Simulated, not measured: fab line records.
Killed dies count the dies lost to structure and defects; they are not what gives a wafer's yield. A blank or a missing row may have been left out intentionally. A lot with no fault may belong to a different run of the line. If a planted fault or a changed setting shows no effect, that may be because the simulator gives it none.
fab line records    flow n5_finfet
[record] lots = 7  wafers = 21
route steps=1938 shown BEOL_M5@1160 BEOL_M6@1221 BEOL_M7@1280 BEOL_M8@1332
start_h: hours from the record's first day to the start of the lot's first wafer shown    wait_h: hours elapsed since this lot's preceding step    " same as the row above    L1.1+2: a row that stands for several wafers    - either no value or no given start    * or withheld: withheld    < > ~ a bound
route shown NAME@n: names a module that has steps shown in the file, with the first one's number in the route    usual: the fault-free wafers' mean and standard deviation    same: alike in all rows    chamber/n: place in a boat    sites: each site's reading    _std_site: standard deviation across them    _edge_site: mean of outer sites minus mean of inner sites    radius_mm: for every site, how far away it sits from the centre of the wafer    mask NAME#n: copy n    behind: the tool/chamber that last shaped the wafer    hold: reason for holding the lot/hours on hold/outcome of the hold    device: which transistor (n, p or np) failed to switch    end of line: the tests these same wafers got at the end of their route    a step with no rows: only its recipe    killed: not the wafer's yield, but the dies lost to structure and defects at the first sort    map: a wafer's dies, marking killed ones x, the rest . and places with no die _
set.NAME: the setting that was run; set.NAME@STEP: the one run at that earlier step    model.NAME: the simulator's own value behind a step, which no gauge read
lots run with intentionally changed settings; tables by step, rows by wafer
[[steps]]
[step N5_BEOL_M5_TRENCH_ETCH_37]
[recipe] chemistry = C4F6/O2  target_depth_a = 716.52  target = SiCOH_lowk  time_s = 24.7  ion_energy_ev = 250  pressure_mtorr = 30  source_w = 345  bias_w = 185  Ar_flow_sccm = 300  C4F6_flow_sccm = 10  O2_flow_sccm = 10
lot.wafer  tool         chamber  start_h  wait_h  set.time_s  model.BEOL_M5.feature_depth_nm  model.etch.depth_nm
L078.2     rie_diel-01  1        -        -       24.7        70.4                            70.37
L078.3     "            0        "        "       24.7        69.8                            69.7
L078.5     "            3        "        "       24.7        72.8                            72.79
L080.4     rie_diel-01  0        -        -       24.7        69.4                            69.35
L080.5     "            1        "        "       24.7        69.8                            69.77
L080.6     "            0        "        "       24.7        69                              69.01
L076.1     rie_diel-05  1        -        -       21.57       62.6                            62.62
L076.3     "            2        "        "       24.7        71.4                            71.36
L076.4     "            3        "        "       24.7        72.6                            72.53
L091.1     rie_diel-01  1        -        -       24.7        70.8                            70.75
L091.3     "            2        "        "       24.7        70.8                            70.74
L091.4     "            2        "        "       24.7        71.8                            71.84
L090.3     rie_diel-05  1        -        -       24.7        71.6                            71.62
L090.4     "            0        "        "       24.7        70.6                            70.57
L090.5     "            1        "        "       24.7        71.8                            71.8
L093.4     rie_diel-04  1        -        -       22.2        65.4                            65.41
L093.5     "            3        "        "       24.7        68.6                            68.62
L093.6     "            2        "        "       22.2        63.4                            63.49
L095.1     rie_diel-04  3        -        -       24.7        69.4                            69.46
L095.4     "            2        "        "       24.7        70.8                            70.75
L095.5     "            2        "        "       24.7        71.8                            71.81
[step N5_BEOL_M5_ETCH_41]
[recipe] chemistry = CH3F/O2  target = SiCN  target_depth_a = 315  taper_deg = 2  time_s = 56.7  ion_energy_ev = 120  mask_material = TiN  pressure_mtorr = 30  source_w = 395  bias_w = 75  Ar_flow_sccm = 150  CH3F_flow_sccm = 30  O2_flow_sccm = 20
[step N5_BEOL_M5_STRIP_91]
[recipe] chemistry = N2/H2  time_s = 10  power_w = 450  temp_c = 40  pressure_mtorr = 20  rf_frequency_hz = 6e+07  bias_power_w = 7  n2_flow_sccm = 200  h2_flow_sccm = 200
[step N5_BEOL_M5_OCD_MEAS_38]
[usual] trench_depth_nm = 70.9/1.1
lot.wafer  tool    chamber  start_h  wait_h  set.time_s@BEOL_M5_TRENCH_ETCH_37  trench_depth_nm
L078.2     ocd-01  -        320.89   -       24.7                               70.5
L078.3     "       -        "        "       24.7                               69.8
L078.5     "       -        "        "       24.7                               73.0
L080.4     ocd-01  -        365.00   -       24.7                               69.8
L080.5     "       -        "        "       24.7                               70.1
L080.6     "       -        "        "       24.7                               69.4
L076.1     ocd-01  -        375.51   -       21.57                              62.6
L076.3     "       -        "        "       24.7                               71.0
L076.4     "       -        "        "       24.7                               72.8
L091.1     ocd-02  -        405.72   -       24.7                               71.1
L091.3     "       -        "        "       24.7                               71.1
L091.4     "       -        "        "       24.7                               72.1
L090.3     ocd-02  -        412.65   -       24.7                               71.3
L090.4     "       -        "        "       24.7                               70.2
L090.5     "       -        "        "       24.7                               71.9
L093.4     ocd-01  -        441.87   -       22.2                               65.3
L093.5     "       -        "        "       24.7                               68.9
L093.6     "       -        "        "       22.2                               62.5
L095.1     ocd-01  -        442.25   -       24.7                               69.4
L095.4     "       -        "        "       24.7                               70.9
L095.5     "       -        "        "       24.7                               71.6
[step N5_BEOL_M5_HM_STRIP_39]
[recipe] chemistry = peroxide_tin_strip  material = TiN  target_depth_a = 250  temp_c = 50  time_s = 158
[step N5_BEOL_M5_SRD_40]
[recipe] time_s = 30  temp_c = 23  rinse_liquid = diw  dry = ipa_marangoni
[step N5_BEOL_M5_ECD_50]
[recipe] material = Cu  target_thk_a = 3000
[step N5_BEOL_M5_ANNEAL_51]
[recipe] temp_c = 225  time_s = 90  ambient = N2
[step N5_BEOL_M5_CMP_52]
[recipe] stop_on = SiCOH_lowk  t_overpolish_s = 6.9  down_force_psi = 1  platen_rpm = 50  clearing_platen_down_force_psi = 1.5  clearing_platen_rpm = 50  post_cmp_clean = cu_alkaline  target_thk_nm = 62  clearing_platen_pad_velocity_m_s = 0.99484  pad_velocity_m_s = 0.99484
lot.wafer  tool    chamber  start_h  wait_h  set.time_s@BEOL_M5_TRENCH_ETCH_37  model.Cu_of_BEOL_M5_ECD_50.thk_nm
L078.2     cmp-01  0        327.17   0.2     24.7                               61
L078.3     "       2        "        "       24.7                               60.2
L078.5     "       0        "        "       24.7                               62.2
L080.4     cmp-03  1        372.52   0.1     24.7                               62.2
L080.5     "       1        "        "       24.7                               61.6
L080.6     "       2        "        "       24.7                               60.8
L076.4     cmp-02  3        383.53   0.1     24.7                               61.4
L076.3     "       1        "        "       24.7                               60.8
L076.1     "       2        "        "       21.57                              52.4
L091.4     cmp-01  1        413.94   0.2     24.7                               61.6
L091.1     "       2        "        "       24.7                               63.4
L091.3     "       3        "        "       24.7                               64
L090.4     cmp-01  0        419.02   0.1     24.7                               60.8
L090.3     "       2        "        "       24.7                               63.6
L090.5     "       0        "        "       24.7                               61.4
L093.4     cmp-01  2        449.21   0.3     22.2                               56.4
L093.6     "       1        "        "       22.2                               53.6
L093.5     "       2        "        "       24.7                               59.8
L095.1     cmp-02  3        451.78   0.3     24.7                               58.6
L095.4     "       0        "        "       24.7                               61.4
L095.5     "       2        "        "       24.7                               62.4
[step N5_BEOL_M5_THK_MEAS_53]
[recipe] thk_meas_gauge = xrf  reads = Cu_of_BEOL_M5_ECD_50
[usual] M5_THK = 60.2/1.7
lot.wafer  tool           chamber  start_h  wait_h  set.time_s@BEOL_M5_TRENCH_ETCH_37  M5_THK[nm]
L078.2     film_metro-01  -        327.43   -       24.7                               59.8
L078.3     "              -        "        "       24.7                               59.1
L078.5     "              -        "        "       24.7                               61.4
L080.4     film_metro-02  -        372.81   -       24.7                               61.0
L080.5     "              -        "        "       24.7                               60.4
L080.6     "              -        "        "       24.7                               59.8
L076.1     film_metro-02  -        383.82   -       21.57                              52.2
L076.3     "              -        "        "       24.7                               60.3
L076.4     "              -        "        "       24.7                               61.2
L091.1     film_metro-02  -        414.19   -       24.7                               62.6
L091.3     "              -        "        "       24.7                               63.3
L091.4     "              -        "        "       24.7                               61.1
L090.3     film_metro-02  -        419.32   -       24.7                               62.7
L090.4     "              -        "        "       24.7                               60.0
L090.5     "              -        "        "       24.7                               61.0
L093.4     film_metro-01  -        449.47   -       22.2                               55.5
L093.5     "              -        "        "       24.7                               59.0
L093.6     "              -        "        "       22.2                               52.9
L095.1     film_metro-02  -        452.03   -       24.7                               57.6
L095.4     "              -        "        "       24.7                               60.5
L095.5     "              -        "        "       24.7                               61.5
[step N5_BEOL_M5_PRE_CLEAN_77]
[recipe] gas = NH3/H2  time_s = 15  temp_c = *  rf_power_w = 300
[step N5_BEOL_M5_CO_CAP_78]
[recipe] material = Co  target_thk_a = 20  temp_c = 200  precursor = CCTBA/H2  pressure_torr = 30  time_s = 102.1
[step N5_BEOL_M5_PRE_CLEAN_55]
[recipe] gas = NH3  time_s = 15  temp_c = withheld  rf_power_w = 300
[step N5_BEOL_M5_DEP_56]
[recipe] material = SiCN  target_thk_a = 80  temp_c = withheld  precursor = 3MS/NH3  pressure_torr = 3  rf_w = 202  time_s = 14
[step N5_BEOL_M5_RS_MEAS_57]
[recipe] thk_meas_gauge = four-point-probe  reads = Co_of_BEOL_M5_CO_CAP_78+Cu_of_BEOL_M5_ECD_50+Co_of_BEOL_M5_CVD_47+TaN_of_BEOL_M5_ALD_86
[usual] M5_RS = 0.393/0.013
lot.wafer  tool           chamber  start_h  wait_h  set.time_s@BEOL_M5_TRENCH_ETCH_37  M5_RS[ohm/sq]
L078.2     film_metro-01  -        327.69   0.1     24.7                               0.396
L078.3     "              -        "        "       24.7                               0.401
L078.5     "              -        "        "       24.7                               0.384
L080.4     film_metro-02  -        373.09   0.0     24.7                               0.384
L080.5     "              -        "        "       24.7                               0.389
L080.6     "              -        "        "       24.7                               0.395
L076.1     film_metro-02  -        384.08   0.0     21.57                              0.474
L076.3     "              -        "        "       24.7                               0.396
L076.4     "              -        "        "       24.7                               0.390
L091.1     film_metro-02  -        414.45   0.0     24.7                               0.375
L091.3     "              -        "        "       24.7                               0.371
L091.4     "              -        "        "       24.7                               0.389
L090.3     film_metro-01  -        419.58   0.1     24.7                               0.375
L090.4     "              -        "        "       24.7                               0.395
L090.5     "              -        "        "       24.7                               0.391
L093.4     film_metro-02  -        449.76   0.1     22.2                               0.433
L093.5     "              -        "        "       24.7                               0.403
L093.6     "              -        "        "       22.2                               0.461
L095.1     film_metro-01  -        452.30   0.1     24.7                               0.414
L095.4     "              -        "        "       24.7                               0.391
L095.5     "              -        "        "       24.7                               0.383
[step N5_BEOL_M6_COAT_22]
[recipe] resist = CAR-EUV  spin_rpm = 1500  resist_thk_nm = 30
lot.wafer   tool            chamber  start_h  wait_h  set.spin_rpm  model.CAR-EUV_of_BEOL_M6_COAT_22.thk_nm
L078.2+3+5  litho_track-03  0        -        -       1500          30
L080.4+5+6  litho_track-05  0        -        -       1500          30
L076.1+4    litho_track-05  0        -        -       1500          30
L076.3      "               0        "        "       1380          31.4
L091.1+3+4  litho_track-04  0        -        -       1500          30.2
L090.3+4+5  litho_track-04  0        -        -       1500          30
L093.4      litho_track-03  0        -        -       1500          30
L093.5      "               0        "        "       1397          31
L093.6      "               0        "        "       1397          31.2
L095.1      litho_track-03  0        -        -       1368          31.2
L095.4      "               0        "        "       1368          31.4
L095.5      "               0        "        "       1500          29.8
[step N5_BEOL_M6_EBR_24]
[recipe] solvent = PGMEA  ebr_width_mm = 1.5
[step N5_BEOL_M6_SOFTBAKE_23]
[recipe] temp_c = 110  time_s = 60  resist = CAR-EUV
[step N5_BEOL_M6_EXPOSE_25]
[recipe] mask_id = V5  na = 0.33  source_shape = annular  sigma_inner = 0.4  sigma_outer = 0.8  polarization = unpolarized  target_cd_nm = 40  dose_mj = 45
[step N5_BEOL_M6_PEB_26]
[recipe] peb_temp_c = 100  peb_time_s = 60  resist = CAR-EUV
[step N5_BEOL_M6_DEVELOP_27]
[recipe] develop_time_s = 30  developer = TMAH  resist = CAR-EUV  rinse_liquid = surfactant_rinse  dry = air_spin  dev_temp_c = 23
lot.wafer   tool            chamber  start_h  wait_h  set.spin_rpm@BEOL_M6_COAT_22  model.CAR-EUV_of_BEOL_M6_COAT_22.thk_nm
L078.2+3+5  litho_track-04  0        -        -       1500                          29.6
L080.4+5+6  litho_track-04  0        -        -       1500                          29.6
L076.1+4    litho_track-05  0        -        -       1500                          29.6
L076.3      "               0        "        "       1380                          30.8
L091.1+4    litho_track-03  0        -        -       1500                          29.8
L091.3      "               0        "        "       1500                          29.6
L090.3+4+5  litho_track-05  0        -        -       1500                          29.6
L093.4      litho_track-03  0        -        -       1500                          29.6
L093.5+6    "               0        "        "       1397                          30.6
L095.1+4    litho_track-05  0        -        -       1368                          30.8
L095.5      "               0        "        "       1500                          29.4
[step N5_BEOL_M6_ETCH_66]
[recipe] chemistry = N2/H2  target = SOC  target_depth_a = 800  overetch_a = 160  mask_material = SiARC  temp_c = 40  time_s = 120  ion_energy_ev = 200  pressure_mtorr = 30  source_w = 840  bias_w = 150  n2_flow_sccm = 200  h2_flow_sccm = 200
[usual] rf_vpp_V = 524.9/2.7
lot.wafer  tool         chamber  start_h  wait_h  set.bias_w  rf_vpp_V
L078.2     rie_diel-03  1        331.36   0.0     137.3       498.2
L078.3     "            0        "        "       150         524.4
L078.5     "            2        "        "       150         520.3
L080.4     rie_diel-03  2        379.04   0.0     150         526.9
L080.5     "            2        "        "       150         528.9
L080.6     "            1        "        "       150         524.4
L076.1     rie_diel-03  1        390.28   0.0     150         525.0
L076.3     "            2        "        "       150         527.8
L076.4     "            0        "        "       150         523.3
L091.1     rie_diel-02  0        418.80   0.0     150         523.4
L091.3     "            1        "        "       150         529.4
L091.4     "            3        "        "       130.1       479.3
L090.3     rie_diel-06  3        425.23   0.0     150         517.1
L090.4     "            1        "        "       150         521.6
L090.5     "            1        "        "       157.6       536.6
L093.4     rie_diel-03  0        456.23   0.0     150         523.3
L093.5     "            1        "        "       150         525.4
L093.6     "            0        "        "       150         524.6
L095.1     rie_diel-03  1        457.92   0.0     150         526.4
L095.4     "            2        "        "       138.2       502.1
L095.5     "            1        "        "       138.2       499.1
[step N5_BEOL_M7_ETCH_61]
[recipe] chemistry = CF4  target = SiARC  target_depth_a = 455  mask_material = CAR-ArF  time_s = 75.8  ion_energy_ev = 80  pressure_mtorr = 40  source_w = 545  bias_w = 36  Ar_flow_sccm = 100  cf4_flow_sccm = 100  ends = cleared
[usual] rf_vpp_V = 183.8/0.95
lot.wafer  tool         chamber  start_h  wait_h  set.source_w  rf_vpp_V
L078.2     rie_diel-05  2        337.94   0.0     509           188.5
L078.3     "            3        "        "       509           188.2
L078.5     "            0        "        "       545           182.2
L080.4     rie_diel-01  0        384.25   0.0     545           182.4
L080.5     "            2        "        "       545           183.6
L080.6     "            1        "        "       545           184.1
L076.1     rie_diel-01  2        399.08   0.0     545           183.2
L076.3     "            1        "        "       545           183.0
L076.4     "            0        "        "       602           176.6
L091.1     rie_diel-04  1        426.56   0.0     545           182.7
L091.3     "            0        "        "       545           185.8
L091.4     "            3        "        "       545           183.5
L090.3     rie_diel-04  0        431.47   0.0     479.3         193.5
L090.4     "            1        "        "       545           184.3
L090.5     "            1        "        "       479.3         192.1
L093.4     rie_diel-05  2        461.51   0.0     545           183.4
L093.5     "            3        "        "       545           183.4
L093.6     "            0        "        "       606.9         176.4
L095.1     rie_diel-05  3        464.95   0.0     504.8         188.8
L095.4     "            1        "        "       545           184.3
L095.5     "            3        "        "       504.8         189.4
[step N5_BEOL_M8_ILD_DEP_00]
[recipe] material = SiCOH_lowk  target_thk_a = 1797.5  temp_c = 300  precursor = DEMS/porogen  pressure_torr = 5  rf_w = 500  time_s = 33.4
lot.wafer  tool      chamber  start_h  wait_h  set.time_s  model.SiCOH_lowk_of_BEOL_M8_ILD_DEP_00.thk_nm
L078.2     pecvd-04  2        345.28   0.0     38.37       201.2
L078.3     "         1        "        "       33.4        176.6
L078.5     "         1        "        "       33.4        177.2
L080.4     pecvd-02  2        388.14   0.1     33.4        179.8
L080.5     "         1        "        "       33.4        180.2
L080.6     "         0        "        "       33.4        178.8
L076.1     pecvd-02  1        405.81   0.0     33.4        176.6
L076.3     "         2        "        "       33.4        178
L076.4     "         2        "        "       36.89       198
L091.1     pecvd-02  1        431.90   0.0     33.4        177.8
L091.3     "         2        "        "       36.17       191.2
L091.4     "         2        "        "       33.4        180.6
L090.3     pecvd-02  2        437.44   0.0     33.4        177
L090.4     "         2        "        "       34.95       187.2
L090.5     "         1        "        "       33.4        181.4
L093.4     pecvd-01  1        468.03   0.1     33.4        181
L093.5     "         2        "        "       33.4        179.4
L093.6     "         0        "        "       29.26       158.8
L095.1     pecvd-04  1        471.29   0.0     33.4        180.6
L095.4     "         2        "        "       33.4        179.4
L095.5     "         0        "        "       33.4        181.8
[step N5_BEOL_M8_CURE_74]
[recipe] temp_c = 385  time_s = 240  ambient = He/Ar  material = SiCOH_lowk
lot.wafer  tool        chamber  start_h  wait_h  set.time_s@BEOL_M8_ILD_DEP_00  model.SiCOH_lowk_of_BEOL_M8_ILD_DEP_00.thk_nm
L078.2     uv_cure-01  0        345.42   0.1     38.37                          173.8
L078.3     "           0        "        "       33.4                           152.2
L078.5     "           0        "        "       33.4                           152.8
L080.4     uv_cure-03  2        388.42   0.3     33.4                           155.2
L080.5     "           2        "        "       33.4                           155.4
L080.6     "           2        "        "       33.4                           154.2
L076.1     uv_cure-01  1        405.87   0.0     33.4                           152.2
L076.3     "           1        "        "       33.4                           153.4
L076.4     "           1        "        "       36.89                          171
L091.1     uv_cure-02  1        432.16   0.2     33.4                           153.2
L091.3     "           1        "        "       36.17                          165
L091.4     "           1        "        "       33.4                           155.8
L090.3     uv_cure-02  0        438.22   0.8     33.4                           152.6
L090.4     "           0        "        "       34.95                          161.4
L090.5     "           0        "        "       33.4                           156.4
L093.4     uv_cure-02  1        468.31   0.3     33.4                           156
L093.5     "           1        "        "       33.4                           154.6
L093.6     "           1        "        "       29.26                          136.8
L095.1     uv_cure-02  0        471.36   0.0     33.4                           155.8
L095.4     "           0        "        "       33.4                           154.8
L095.5     "           0        "        "       33.4                           156.8
[step N5_BEOL_M8_THK_MEAS_01]
[recipe] reads = SiCOH_lowk_of_BEOL_M8_ILD_DEP_00
[usual] M8_ILD_THK = 154.3/1.8
lot.wafer  tool           chamber  start_h  wait_h  set.time_s@BEOL_M8_ILD_DEP_00  M8_ILD_THK[nm]
L078.2     film_metro-01  -        345.85   0.4     38.37                          173.6
L078.3     "              -        "        "       33.4                           152.2
L078.5     "              -        "        "       33.4                           152.8
L080.4     film_metro-02  -        388.70   0.2     33.4                           155.0
L080.5     "              -        "        "       33.4                           155.4
L080.6     "              -        "        "       33.4                           154.3
L076.1     film_metro-02  -        407.83   1.6     33.4                           152.2
L076.3     "              -        "        "       33.4                           153.4
L076.4     "              -        "        "       36.89                          171.0
L091.1     film_metro-02  -        432.67   0.4     33.4                           153.3
L091.3     "              -        "        "       36.17                          164.9
L091.4     "              -        "        "       33.4                           155.8
L090.3     film_metro-01  -        438.57   0.3     33.4                           152.6
L090.4     "              -        "        "       34.95                          161.4
L090.5     "              -        "        "       33.4                           156.4
L093.4     film_metro-02  -        468.59   0.2     33.4                           156.1
L093.5     "              -        "        "       33.4                           154.6
L093.6     "              -        "        "       29.26                          136.7
L095.1     film_metro-02  -        471.87   0.4     33.4                           155.7
L095.4     "              -        "        "       33.4                           154.7
L095.5     "              -        "        "       33.4                           156.8
[[key]]
[split] step = N5_BEOL_M5_TRENCH_ETCH_37  setting = time_s  stated = 24.7  by = wafer
[response] step = N5_BEOL_M5_TRENCH_ETCH_37  reading = model.BEOL_M5.feature_depth_nm  change = +0.614  per = 1%  r = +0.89
[response] step = N5_BEOL_M5_TRENCH_ETCH_37  reading = model.etch.depth_nm  change = +0.61  per = 1%  r = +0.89
[response] step = N5_BEOL_M5_OCD_MEAS_38  reading = trench_depth_nm  change = +0.637  per = 1%  r = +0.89
[response] step = N5_BEOL_M5_CMP_52  reading = model.Cu_of_BEOL_M5_ECD_50.thk_nm  change = +0.604  per = 1%  r = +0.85
[response] step = N5_BEOL_M5_THK_MEAS_53  reading = M5_THK  change = +0.595  per = 1%  r = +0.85
[response] step = N5_BEOL_M5_RS_MEAS_57  reading = M5_RS  change = -0.00562  per = 1%  r = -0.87
[split] step = N5_BEOL_M6_COAT_22  setting = spin_rpm  stated = 1500  by = wafer
[response] step = N5_BEOL_M6_COAT_22  reading = model.CAR-EUV_of_BEOL_M6_COAT_22.thk_nm  change = -0.169  per = 1%  r = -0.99
[response] step = N5_BEOL_M6_DEVELOP_27  reading = model.CAR-EUV_of_BEOL_M6_COAT_22.thk_nm  change = -0.153  per = 1%  r = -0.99
[split] step = N5_BEOL_M6_ETCH_66  setting = bias_w  stated = 150  by = wafer
[response] step = N5_BEOL_M6_ETCH_66  reading = rf_vpp_V  change = +3.34  per = 1%  r = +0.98
[split] step = N5_BEOL_M7_ETCH_61  setting = source_w  stated = 545  by = wafer
[response] step = N5_BEOL_M7_ETCH_61  reading = rf_vpp_V  change = -0.677  per = 1%  r = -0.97
[split] step = N5_BEOL_M8_ILD_DEP_00  setting = time_s  stated = 33.4  by = wafer
[response] step = N5_BEOL_M8_ILD_DEP_00  reading = model.SiCOH_lowk_of_BEOL_M8_ILD_DEP_00.thk_nm  change = +1.71  per = 1%  r = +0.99
[response] step = N5_BEOL_M8_CURE_74  reading = model.SiCOH_lowk_of_BEOL_M8_ILD_DEP_00.thk_nm  change = +1.49  per = 1%  r = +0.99
[response] step = N5_BEOL_M8_THK_MEAS_01  reading = M8_ILD_THK  change = +1.48  per = 1%  r = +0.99
